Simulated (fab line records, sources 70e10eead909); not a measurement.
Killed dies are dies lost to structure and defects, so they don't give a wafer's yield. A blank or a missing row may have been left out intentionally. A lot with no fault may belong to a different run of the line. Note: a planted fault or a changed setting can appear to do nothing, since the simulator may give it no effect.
Matching of chambers -- flow nand harc -- ald hk-03 running NHARC_A_CHANNEL_FILL_D1_ALD_02: 4 sister chambers
The step deposits SiO2, target thk 6 nm, pulse time 10 s, ald cycles 60. 8 wafers are shown with their chamber, then 12 later ones without.

== EACH WAFER AND ITS CHAMBER ==
wafer,chamber,heater power w (W),precursor pulse height rel
L082.1,1,441,1.028
L086.1,2,421,1.011
L086.6,2,416,1.007
L089.1,1,435,0.981
L089.2,3,422,1.013
L090.1,0,401,1.022
L090.3,3,431,1.001
L090.6,0,414,0.962

== WAFERS MISSING THEIR CHAMBER ==
wafer,heater power w (W),precursor pulse height rel
L088.1,426,1.030
L088.4,413,1.011
L088.6,409,1.020
L093.1,415,1.029
L093.3,432,0.973
L093.6,398,1.004
L094.1,412,0.958
L094.3,411,0.990
L094.4,438,1.044
L097.2,401,0.994
L097.4,417,0.973
L097.5,422,0.986

== WHICH CHAMBER EACH ONE RAN IN ==
wafer,from the rows above,in truth
L088.1,can't be placed: 3 or 2 or 1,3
L088.4,can't be placed: 2 or 0 or 3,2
L088.6,can't be placed: 0 or 2 or 3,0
L093.1,can't be placed: 2 or 0 or 3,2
L093.3,can't be placed: 1 or 3 or 2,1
L093.6,can't be placed: 0 or 2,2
L094.1,can't be placed: 0 or 2 or 3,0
L094.3,can't be placed: 0 or 2 or 3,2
L094.4,can't be placed: 1 or 3 or 2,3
L097.2,can't be placed: 0 or 2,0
L097.4,can't be placed: 2 or 0 or 3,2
L097.5,can't be placed: 2 or 3 or 0 or 1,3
0 of 12 placed correctly. Not placeable from these rows: 12 (in 12, the candidates include the true chamber). 0 placed wrongly.
How it was worked out, from the rows above alone: a wafer's distance from a chamber is the root of the sum, over the readings, of the square of ((its reading less the chamber's mean) divided by the reading's scatter). If the next closest chamber is less than 2 further off than the closest, the wafer can't be placed; otherwise it belongs to the closest. For every chamber, the mean is computed from those of its wafers that are shown. The scatter is the square root of a quotient: the sum, over the shown wafers, of each reading's squared deviation from its chamber's mean, divided by wafers minus chambers.
